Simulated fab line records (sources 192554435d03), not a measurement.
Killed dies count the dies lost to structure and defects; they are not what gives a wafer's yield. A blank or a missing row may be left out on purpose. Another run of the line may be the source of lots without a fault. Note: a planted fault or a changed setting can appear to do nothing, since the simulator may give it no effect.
A struck lot beside a sound one | flow n5_finfet | 37 out of 1938 route steps
Sound: the wafers L183.3, L183.4, L183.6. The struck wafers were L189.2, L189.5, L189.6. Last of all comes the cause.
For every step that has rows: the tool of each side, followed by ch and its chambers, followed by its first start. Under that, the readings that differ: sound wafers | struck wafers | difference of the means | sigmas: that difference in standard deviations of wafers without a fault.
alike: a reading whose means differ by less than 2 such deviations, as well as words and numbers matching on both sides. not compared: withheld readings; readings where some wafer has no value; bounds like >300 that might hide an equal value; numbers whose values overlap and for which the record gives no deviation.
The two part at a step that has a row with sigmas, a row that says differs or no value, or rows on one side only. Numbers that don't overlap but have no deviation are shown without sigmas and don't part them. A reading missing from all wafers of one side parts the sides only when that side holds two or more wafers.

first, 8 steps without rows for these wafers: N5_BEOL_M1_ANNEAL_51 (time 90 s); N5_BEOL_M1_CMP_52 (polishes, stops on SiOC, t overpolish 6.8 s, target thk 40 nm); N5_BEOL_M1_PRE_CLEAN_60 (time 15 s); N5_BEOL_M1_CO_CAP_55 (material Co, precursor CCTBA/H2, target thk 2 nm, time 102.1 s); N5_BEOL_M1_PRE_CLEAN_56 (time 15 s); N5_BEOL_M1_DEP_57 (deposits SiCN from 3MS/NH3, target thk 8 nm, time 14 s); N5_BEOL_M2_ILD_DEP_00 (deposits SiOC from DEMS/O2, target thk 79 nm, time 15.3 s); N5_BEOL_M2_PECVD_72 (deposits SiO2 from TEOS/O2, target thk 16 nm, time 18 s).
N5_BEOL_M2_HM_DEP_02: deposits TiN, target thk 20 nm.
  struck on pvd_sputter-01, day 9 06:41; sound on pvd_sputter-01, day 7 06:00
  reading                                    | sound          | struck         | difference | sigmas
  model.TiN_of_BEOL_M2_HM_DEP_02.thk_nm (nm) | 19.6 19.8 19.8 | 27.8 27.8 27.6 | +8.0       |
  alike: substrate_temp_c, throttle_valve_pct
then, 16 steps without rows for these wafers: N5_BEOL_M2_COAT_61 (time 60 s, resist thk 60 nm); N5_BEOL_M2_COAT_62 (time 60 s, resist thk 12 nm); N5_BEOL_M2_COAT_73 (time 60 s, resist thk 5 nm); N5_BEOL_M2_COAT_05 (resist thk 30 nm); N5_BEOL_M2_EBR_07; N5_BEOL_M2_SOFTBAKE_06 (time 60 s); N5_BEOL_M2_EXPOSE_08 (exposes mask M2); N5_BEOL_M2_PEB_09 (peb time 60 s); N5_BEOL_M2_DEVELOP_10 (develop time 30 s); N5_BEOL_M2_DESCUM_16 (chemistry O2, time 7 s); N5_BEOL_M2_ETCH_74 (etches underlayer in N2/H2, target depth 6.5 nm, time 5.2 s); N5_BEOL_M2_ETCH_63 (etches SiARC in CF4, target depth 15.6 nm, time 26 s); N5_BEOL_M2_ETCH_64 (etches SOC in N2/H2, target depth 75 nm, overetch 22.5 nm, time 121.9 s); N5_BEOL_M2_STRIP_65 (strips in N2/H2); N5_BEOL_M2_STRIP_75 (strips in N2/H2); N5_BEOL_M2_STRIP_66 (strips in CF4).
N5_BEOL_M2_HM_OPEN_17: chemistry Cl2/BCl3, target TiN, target depth 20 nm, overetch 6 nm.
  sound on rie_metal-02 ch 0,1, day 7 06:48; struck on rie_metal-02 ch 0,1, day 9 07:35
  reading                  | sound             | struck            | difference | sigmas
  model.etch.depth_nm (nm) | 19.61 19.72 19.83 | 26.32 27.78 26.38 | +7.11      |
  alike: bcl3_flow_sccm, drypump_motor_current_A, oes_ar_750_au, oes_product_au, throttle_valve_pct
  not compared: rf_hours_counter_h
then, 8 steps without rows for these wafers: N5_BEOL_M2_STRIP_19 (strips in O2); N5_BEOL_M2_COAT_67 (time 60 s, resist thk 60 nm); N5_BEOL_M2_COAT_68 (time 60 s, resist thk 12 nm); N5_BEOL_M2_COAT_76 (time 60 s, resist thk 5 nm); N5_BEOL_M2_COAT_22 (resist thk 30 nm); N5_BEOL_M2_EBR_24; N5_BEOL_M2_SOFTBAKE_23 (time 60 s); N5_BEOL_M2_EXPOSE_25 (exposes mask V1, defocus 5 nm).
N5_BEOL_M2_TRENCH_ETCH_37: etches SiOC in C4F6/O2, target depth 55.555 nm, time 29.2 s.
  sound: rie_diel-03 ch 0,2,3; struck: rie_diel-06 ch 2,3
  reading                                    | sound             | struck            | difference | sigmas
  throttle_valve_pct (%)                     | 20.24 20.45 20.51 | 20.90 20.89 21.09 | +0.56      | +2
  model.TiN_of_BEOL_M2_HM_DEP_02.thk_nm (nm) | 17.2 17.4 17.4    | 25.6 25.6 25.2    | +8.1       |
  alike: C4F6_flow_sccm, drypump_motor_current_A, oes_ar_750_au, oes_product_au, rf_vpp_V, showerhead_plenum_p_Torr
  not compared: rf_hours_counter_h
N5_BEOL_M2_OCD_MEAS_38:
  struck on ocd-02, day 9 13:49; sound on ocd-02, day 7 08:12
  reading              | sound          | struck         | difference | sigmas
  trench_depth_nm (nm) | 55.8 56.3 56.4 | 45.3 52.7 51.0 | -6.5       | -6
then, 1 step without rows for these wafers: N5_PASSIVATION_PROBE_49.

== WHERE THEY PART ==
Earliest at N5_BEOL_M2_TRENCH_ETCH_37; latest, in this record, at N5_BEOL_M2_OCD_MEAS_38.

WHY: whatever the simulator had introduced
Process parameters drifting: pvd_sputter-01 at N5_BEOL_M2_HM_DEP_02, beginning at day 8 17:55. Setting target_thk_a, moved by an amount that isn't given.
